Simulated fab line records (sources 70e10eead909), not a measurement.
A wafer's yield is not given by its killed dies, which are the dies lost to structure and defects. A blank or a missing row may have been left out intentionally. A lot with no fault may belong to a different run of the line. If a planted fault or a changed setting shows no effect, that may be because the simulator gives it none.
fab line records | flow nand_harc
[record] lots = 14 | wafers = 42 | last_day = 33
route steps=1302 shown P_CONTACT@248 THIN_TSV@1246 END@1302
lots that met no fault: taken from a fault-free run of the same line
start_h: start of the lot's first displayed wafer, in hours after the record's first day | wait_h: how many hours have passed since the lot's step before this one | " the same as in the row above | L1.1+2: one row covering several wafers at once | - no value present, or no start provided | * or withheld: withheld | < > ~ a bound
route shown NAME@n: NAME is a module with steps in the file, n the number in the route of the first one | usual: the fault-free wafers' mean and standard deviation | same: alike in all rows | chamber/n: place in a boat | sites: per-site readings | _std_site: how widely they spread, as a standard deviation | _edge_site: the outer-site mean with the inner-site mean subtracted | radius_mm: how far each site lies from the wafer's centre | mask NAME#n: copy n | behind: tool/chamber where the wafer was last shaped | hold: why the lot was held/for how many hours/how that ended | device: the transistor (n, p or np) that didn't switch | end of line: tests of these same wafers at the route's end | step lacking rows: just its recipe | killed: dies that structure and defects cost at the first sort, which is not the same as the wafer's yield | map: shows each die of a wafer: x if killed, . if not, _ if none is there
set.NAME: the setting as run; set.NAME@STEP: as run at that earlier step | model.NAME: the simulator's own value behind a step, which no gauge read
steps of the route over a sample of lots; a table a step, a row a wafer
services: the hour from which a tool's chamber was out of use, counted from the record's first day as start_h (under 0 if before that day), plus the number of hours and why
[[steps]]
[step NHARC_P_CONTACT_CVD_23]
[recipe] target_thk_a = 2000 | temp_c = 300 | pressure_torr = 40 | wf6_flow_sccm = 40 | h2_flow_sccm = 1600 | ar_flow_sccm = 1560 | time_s = 557 | material = W
[usual] heater_power_w = 496/37 | mfc_wf6_sccm = 39.99/0.11 | throttle_valve_pct = 8.08/0.17
lot.wafer | tool     | chamber | start_h | wait_h | heater_power_w | mfc_wf6_sccm | throttle_valve_pct
L317.1    | cvd_w-01 | 1       | 132.59  | -      | 518            | 39.90        | 8.06
L317.4    | "        | 0       | "       | "      | 453            | 39.99        | 8.37
L317.5    | "        | 0       | "       | "      | 461            | 39.76        | 8.05
L316.3    | cvd_w-02 | 1       | 133.14  | -      | 535            | 40.18        | 7.96
L316.4    | "        | 0       | "       | "      | 473            | 39.98        | 8.11
L316.5    | "        | 1       | "       | "      | 525            | 40.05        | 8.00
L319.2    | cvd_w-01 | 1       | 155.27  | -      | 540            | 40.08        | 8.00
L319.4    | "        | 0       | "       | "      | 455            | 39.85        | 8.04
L319.6    | "        | 1       | "       | "      | 523            | 40.23        | 8.20
L320.1    | cvd_w-02 | 1       | 166.00  | -      | 523            | 39.94        | 8.05
L320.4    | "        | 1       | "       | "      | 519            | 39.96        | 7.87
L320.6    | "        | 0       | "       | "      | 480            | 39.96        | 8.10
L322.2    | cvd_w-02 | 0       | 180.37  | -      | 473            | 40.06        | 8.28
L322.1    | "        | 1       | "       | "      | 544            | 40.09        | 8.12
L322.3    | "        | 0       | "       | "      | 479            | 40.22        | 8.19
L323.1    | cvd_w-02 | 0       | 187.11  | -      | 478            | 39.90        | 8.00
L323.3    | "        | 1       | "       | "      | 541            | 40.11        | 7.59
L323.5    | "        | 1       | "       | "      | 544            | 40.01        | 8.17
L324.1    | cvd_w-01 | 0       | 198.24  | -      | 431            | 39.97        | 8.20
L324.3    | "        | 1       | "       | "      | 520            | 39.83        | 7.88
L324.4    | "        | 0       | "       | "      | 440            | 40.11        | 7.76
L325.2    | cvd_w-02 | 1       | 210.52  | -      | 539            | 40.03        | 7.71
L325.4    | "        | 1       | "       | "      | 534            | 39.97        | 8.13
L325.5    | "        | 1       | "       | "      | 530            | 40.03        | 8.00
L331.2    | cvd_w-01 | 1       | 264.27  | -      | 528            | 39.89        | 8.35
L331.1    | "        | 0       | "       | "      | 442            | 40.11        | 8.20
L331.6    | "        | 1       | "       | "      | 525            | 39.82        | 8.12
L330.4    | cvd_w-02 | 1       | 266.95  | -      | 528            | 40.12        | 7.83
L330.3    | "        | 0       | "       | "      | 474            | 40.12        | 8.21
L330.6    | "        | 1       | "       | "      | 516            | 40.27        | 7.88
L332.4    | cvd_w-02 | 0       | 283.50  | -      | 492            | 40.04        | 8.30
L332.3    | "        | 1       | "       | "      | 521            | 39.96        | 8.09
L332.5    | "        | 0       | "       | "      | 497            | 39.96        | 7.79
L337.1    | cvd_w-01 | 1       | 330.39  | -      | 522            | 40.05        | 8.13
L337.3    | "        | 1       | "       | "      | 537            | 40.06        | 8.12
L337.5    | "        | 1       | "       | "      | 545            | 39.99        | 8.24
L338.2    | cvd_w-01 | 1       | 335.58  | -      | 524            | 40.05        | 8.13
L338.1    | "        | 0       | "       | "      | 428            | 40.01        | 8.16
L338.4    | "        | 0       | "       | "      | 436            | 40.04        | 7.93
L339.1    | cvd_w-01 | 1       | 349.91  | -      | 541            | 39.84        | 8.38
L339.4    | "        | 0       | "       | "      | 432            | 39.93        | 8.06
L339.6    | "        | 0       | "       | "      | 436            | 39.98        | 8.17
[step NHARC_THIN_TSV_THK_MEAS_02]
[recipe] thk_meas_gauge = ir
[usual] thk_nm = 2981/220
lot.wafer | tool          | chamber | start_h | wait_h | thk_nm
L316.3    | film_metro-02 | -       | 553.95  | -      | 2716
L316.4    | "             | -       | "       | "      | 3048
L316.5    | "             | -       | "       | "      | 2832
L317.1    | film_metro-02 | -       | 569.60  | -      | 2932
L317.4    | "             | -       | "       | "      | 3074
L317.5    | "             | -       | "       | "      | 2876
L320.1    | film_metro-02 | -       | 579.89  | -      | 3053
L320.4    | "             | -       | "       | "      | 3078
L320.6    | "             | -       | "       | "      | 2956
L319.2    | film_metro-01 | -       | 581.09  | 0.2    | 2797
L319.4    | "             | -       | "       | "      | 3050
L319.6    | "             | -       | "       | "      | 2803
L322.1    | film_metro-01 | -       | 603.28  | -      | 2837
L322.2    | "             | -       | "       | "      | 2943
L322.3    | "             | -       | "       | "      | 3054
L323.1    | film_metro-02 | -       | 604.48  | -      | 3084
L323.3    | "             | -       | "       | "      | 2722
L323.5    | "             | -       | "       | "      | 2999
L324.1    | film_metro-01 | -       | 627.61  | -      | 2825
L324.3    | "             | -       | "       | "      | 3067
L324.4    | "             | -       | "       | "      | 2984
L325.2    | film_metro-01 | -       | 651.19  | -      | 3343
L325.4    | "             | -       | "       | "      | 3296
L325.5    | "             | -       | "       | "      | 3178
L330.3    | film_metro-01 | -       | 689.01  | -      | 2612
L330.4    | "             | -       | "       | "      | 2580
L330.6    | "             | -       | "       | "      | 2987
L331.1    | film_metro-02 | -       | 695.34  | -      | 3197
L331.2    | "             | -       | "       | "      | 2993
L331.6    | "             | -       | "       | "      | 3369
L332.3    | film_metro-02 | -       | 696.56  | 0.2    | 2917
L332.4    | "             | -       | "       | "      | 2764
L332.5    | "             | -       | "       | "      | 2663
L337.1    | film_metro-01 | -       | 745.47  | -      | 3433
L337.3    | "             | -       | "       | "      | 2804
L337.5    | "             | -       | "       | "      | 2761
L338.1    | film_metro-01 | -       | 746.72  | -      | 3070
L338.2    | "             | -       | "       | "      | 3166
L338.4    | "             | -       | "       | "      | 2893
L339.1    | film_metro-02 | -       | 771.17  | -      | 2530
L339.4    | "             | -       | "       | "      | 3002
L339.6    | "             | -       | "       | "      | 2659
[step NHARC_THIN_TSV_DEGAS_49]
[recipe] temp_c = 300 | time_s = 120
[usual] heater_power_w = 474/71
lot.wafer | tool           | chamber | start_h | wait_h | heater_power_w
L316.3    | pvd_sputter-01 | -       | 557.86  | 0.1    | 455
L316.4    | "              | -       | "       | "      | 464
L316.5    | "              | -       | "       | "      | 465
L317.4    | pvd_sputter-01 | -       | 573.44  | 0.1    | 465
L317.1    | "              | -       | "       | "      | 485
L317.5    | "              | -       | "       | "      | 463
L320.4    | pvd_sputter-02 | -       | 583.71  | 0.1    | 548
L320.1    | "              | -       | "       | "      | 413
L320.6    | "              | -       | "       | "      | 394
L319.4    | pvd_sputter-03 | -       | 584.92  | 0.1    | 540
L319.2    | "              | -       | "       | "      | 393
L319.6    | "              | -       | "       | "      | 473
L322.1    | pvd_sputter-03 | -       | 607.40  | 0.1    | 479
L322.3    | "              | -       | "       | "      | 384
L322.2    | "              | -       | "       | "      | 532
L323.3    | pvd_sputter-02 | -       | 608.68  | 0.1    | 417
L323.1    | "              | -       | "       | "      | 541
L323.5    | "              | -       | "       | "      | 400
L324.4    | pvd_sputter-03 | -       | 631.71  | 0.1    | 472
L324.3    | "              | -       | "       | "      | 387
L324.1    | "              | -       | "       | "      | 615
L325.2    | pvd_sputter-03 | -       | 655.03  | 0.1    | 387
L325.4    | "              | -       | "       | "      | 522
L325.5    | "              | -       | "       | "      | 632
L330.4    | pvd_sputter-02 | -       | 692.82  | 0.1    | 455
L330.3    | "              | -       | "       | "      | 390
L330.6    | "              | -       | "       | "      | 404
L331.1    | pvd_sputter-03 | -       | 699.22  | 0.2    | 605
L331.2    | "              | -       | "       | "      | 480
L331.6    | "              | -       | "       | "      | 396
L332.3    | pvd_sputter-01 | -       | 700.40  | 0.1    | 512
L332.4    | "              | -       | "       | "      | 440
L332.5    | "              | -       | "       | "      | 508
L337.1    | pvd_sputter-02 | -       | 749.16  | 0.1    | 463
L337.3    | "              | -       | "       | "      | 391
L337.5    | "              | -       | "       | "      | 462
L338.4    | pvd_sputter-02 | -       | 750.75  | 0.1    | 392
L338.1    | "              | -       | "       | "      | 388
L338.2    | "              | -       | "       | "      | 534
L339.1    | pvd_sputter-03 | -       | 775.16  | 0.2    | 410
L339.4    | "              | -       | "       | "      | 514
L339.6    | "              | -       | "       | "      | 407
[step NHARC_THIN_TSV_DEGAS_53]
[recipe] temp_c = 300 | time_s = 60
[usual] heater_power_w = 477/68
lot.wafer | tool           | chamber | start_h | wait_h | heater_power_w
L316.4    | pvd_sputter-03 | -       | 559.83  | 0.1    | 623
L316.3    | "              | -       | "       | "      | 386
L316.5    | "              | -       | "       | "      | 520
L317.1    | pvd_sputter-03 | -       | 575.44  | 0.1    | 528
L317.4    | "              | -       | "       | "      | 378
L317.5    | "              | -       | "       | "      | 528
L320.4    | pvd_sputter-02 | -       | 585.73  | 0.1    | 433
L320.1    | "              | -       | "       | "      | 522
L320.6    | "              | -       | "       | "      | 396
L319.4    | pvd_sputter-03 | -       | 586.90  | 0.1    | 530
L319.2    | "              | -       | "       | "      | 483
L319.6    | "              | -       | "       | "      | 534
L322.2    | pvd_sputter-03 | -       | 609.39  | 0.1    | 483
L322.3    | "              | -       | "       | "      | 393
L322.1    | "              | -       | "       | "      | 625
L323.3    | pvd_sputter-03 | -       | 610.67  | 0.1    | 612
L323.1    | "              | -       | "       | "      | 476
L323.5    | "              | -       | "       | "      | 615
L324.3    | pvd_sputter-03 | -       | 634.00  | 0.1    | 474
L324.4    | "              | -       | "       | "      | 389
L324.1    | "              | -       | "       | "      | 625
L325.4    | pvd_sputter-02 | -       | 657.03  | 0.1    | 389
L325.2    | "              | -       | "       | "      | 519
L325.5    | "              | -       | "       | "      | 411
L330.3    | pvd_sputter-01 | -       | 694.79  | 0.1    | 516
L330.4    | "              | -       | "       | "      | 441
L330.6    | "              | -       | "       | "      | 511
L331.1    | pvd_sputter-02 | -       | 701.22  | 0.1    | 408
L331.2    | "              | -       | "       | "      | 544
L331.6    | "              | -       | "       | "      | 400
L332.3    | pvd_sputter-03 | -       | 702.39  | 0.1    | 620
L332.4    | "              | -       | "       | "      | 532
L332.5    | "              | -       | "       | "      | 386
L337.1    | pvd_sputter-01 | -       | 751.52  | 0.1    | 473
L337.3    | "              | -       | "       | "      | 518
L337.5    | "              | -       | "       | "      | 467
L338.1    | pvd_sputter-03 | -       | 752.79  | 0.1    | 597
L338.2    | "              | -       | "       | "      | 537
L338.4    | "              | -       | "       | "      | 458
L339.1    | pvd_sputter-02 | -       | 777.34  | 0.1    | 453
L339.4    | "              | -       | "       | "      | 534
L339.6    | "              | -       | "       | "      | 405
[step NHARC_END_SORT_01]
[recipe] temp_c = 25
[usual] killed_at_array = 59/17 | killed_at_other = 0.9/1.6 | killed_at_periphery = 3.7/2.3 | killed_dies = 64/17 | killed_open = 3.3/1.8 | killed_short = 2.4/1.6
[same] gross_dies = 677
lot.wafer | tool      | chamber | start_h | wait_h | killed_at_array | killed_at_other | killed_at_periphery | killed_dies | killed_open | killed_short
L330.3    | prober-01 | 0       | 709.97  | 3.1    | 44              | 1               | 34                  | 79          | 3           | 2
L330.4    | prober-01 | 0       | 710.77  | 3.4    | 49              | 0               | 12                  | 61          | 1           | 3
L330.6    | prober-01 | 0       | 712.36  | 4.0    | 42              | 0               | 7                   | 49          | 4           | 3
L332.3    | prober-02 | 0       | 716.42  | 3.1    | 51              | 0               | 1                   | 52          | 2           | 0
L332.4    | prober-02 | 0       | 717.23  | 3.4    | 66              | 1               | 26                  | 93          | 2           | 2
L332.5    | prober-02 | 0       | 718.04  | 3.7    | 70              | 0               | 27                  | 97          | 0           | 1
// killed by level:class
L330.3 A_SLIT:chamber_film_flake=30 P_CONTACT:unspecified=25 P_CONTACT:chamber_film_flake=5 A_CHANNEL_HOLE_D1:chamber_film_flake=5 A_CONTACT:chamber_film_flake=2 A_BLC:chamber_film_flake=2 P_STI:geometric_particle:open=1 P_STI:geometric_particle:short=1
L330.4 A_SLIT:chamber_film_flake=31 P_CONTACT:chamber_film_flake=8 A_CHANNEL_HOLE_D1:chamber_film_flake=7 A_STAIRCASE:chamber_film_flake=4 A_BLC:chamber_film_flake=3 P_GATE:chamber_film_flake=2 P_M0:geometric_particle:open=1 A_DECK1_JOINT:geometric_particle:short=1
L330.6 A_SLIT:chamber_film_flake=23 A_CHANNEL_HOLE_D1:chamber_film_flake=7 P_CONTACT:chamber_film_flake=3 A_ONON_D1:geometric_particle:short=2 A_CONTACT:geometric_particle:open=2 A_CHANNEL_FILL_D1:chamber_film_flake=2 A_CONTACT:chamber_film_flake=2 A_BLC:chamber_film_flake=2
L332.3 A_CHANNEL_HOLE_D1:chamber_film_flake=26 A_CHANNEL_HOLE_D2:chamber_film_flake=16 A_SLIT:chamber_film_flake=4 A_DECK1_JOINT:chamber_film_flake=2 P_M0:geometric_particle:open=1 A_BLC:geometric_particle:open=1 A_WL_FILL:chamber_film_flake=1 A_CONTACT:chamber_film_flake=1
L332.4 A_CHANNEL_HOLE_D1:chamber_film_flake=27 A_CHANNEL_HOLE_D2:chamber_film_flake=26 P_CONTACT:unspecified=25 A_CONTACT:chamber_film_flake=6 A_WL_FILL:chamber_film_flake=1 A_ONON_D1:geometric_particle:short=1 A_DECK1_JOINT:geometric_particle:short=1 A_SLIT:geometric_particle:open=1
L332.5 A_CHANNEL_HOLE_D1:chamber_film_flake=33 A_CHANNEL_HOLE_D2:chamber_film_flake=29 P_CONTACT:unspecified=26 A_CONTACT:chamber_film_flake=4 A_CHANNEL_HOLE_D2:geometric_particle:short=1 P_CONTACT:chamber_film_flake=1 A_STAIRCASE:chamber_film_flake=1 A_SLIT:chamber_film_flake=1
[[services]]
tool           | chamber | start_h | hours | kind
pvd_sputter-03 | -       | 156.73  | 7.7   | repair
pvd_sputter-02 | -       | 159.49  | 12.2  | repair
pvd_sputter-03 | -       | 170.04  | 10.0  | pm
cvd_w-01       | -       | 185.00  | 13.0  | pm
pvd_sputter-03 | -       | 221.01  | 27.1  | repair
cvd_w-02       | -       | 253.92  | 0.7   | repair
cvd_w-02       | -       | 269.00  | 13.0  | pm
pvd_sputter-02 | -       | 286.08  | 10.0  | pm
cvd_w-01       | -       | 316.25  | 0.5   | repair
pvd_sputter-03 | -       | 325.70  | 3.4   | repair
cvd_w-02       | 0       | 327.92  | 7.6   | repair
pvd_sputter-03 | -       | 348.04  | 10.0  | pm
pvd_sputter-02 | -       | 365.67  | 3.9   | repair
pvd_sputter-03 | -       | 388.69  | 5.5   | repair
pvd_sputter-02 | -       | 464.12  | 10.0  | pm
pvd_sputter-03 | -       | 526.04  | 10.0  | pm
pvd_sputter-02 | -       | 558.72  | 4.1   | repair
pvd_sputter-03 | -       | 569.74  | 2.8   | repair
pvd_sputter-02 | -       | 587.54  | 8.2   | repair
pvd_sputter-02 | -       | 642.12  | 10.0  | pm
pvd_sputter-02 | -       | 662.99  | 6.1   | repair
pvd_sputter-03 | -       | 704.04  | 10.0  | pm
pvd_sputter-03 | -       | 721.76  | 3.4   | repair
pvd_sputter-03 | -       | 757.94  | 5.6   | repair
[[key]]
[first_sign] step = NHARC_END_SORT_01 | reading = killed_at_periphery | direction = up | sigmas = 11 | usual = 3.7 | struck = 29
effect none on later readings
met_at NHARC_P_CONTACT_CVD_23
struck_lots L330,L332
struck_wafers L330.3,L332.4,L332.5
tester_left_out L330,L332
not_acting_at NHARC_THIN_TSV_THK_MEAS_02,NHARC_THIN_TSV_DEGAS_49,NHARC_THIN_TSV_DEGAS_53
onset_between 187.11 266.95
[fault] kind = chamber_particle_source | tool = cvd_w-02 | chamber = 0 | onset_h = 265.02 | steps = NHARC_P_CONTACT_CVD_23 | rate_per_visit_cm2 = 0.056181 | end_h = 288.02
// tester_left_out: of these lots the tester's yield and bins aren't shown, on N5 and GAA mostly nor the transistor test; their killed dies are dies lost to structure and defects alone, not to doping, threshold or leakage, so they don't give the yield
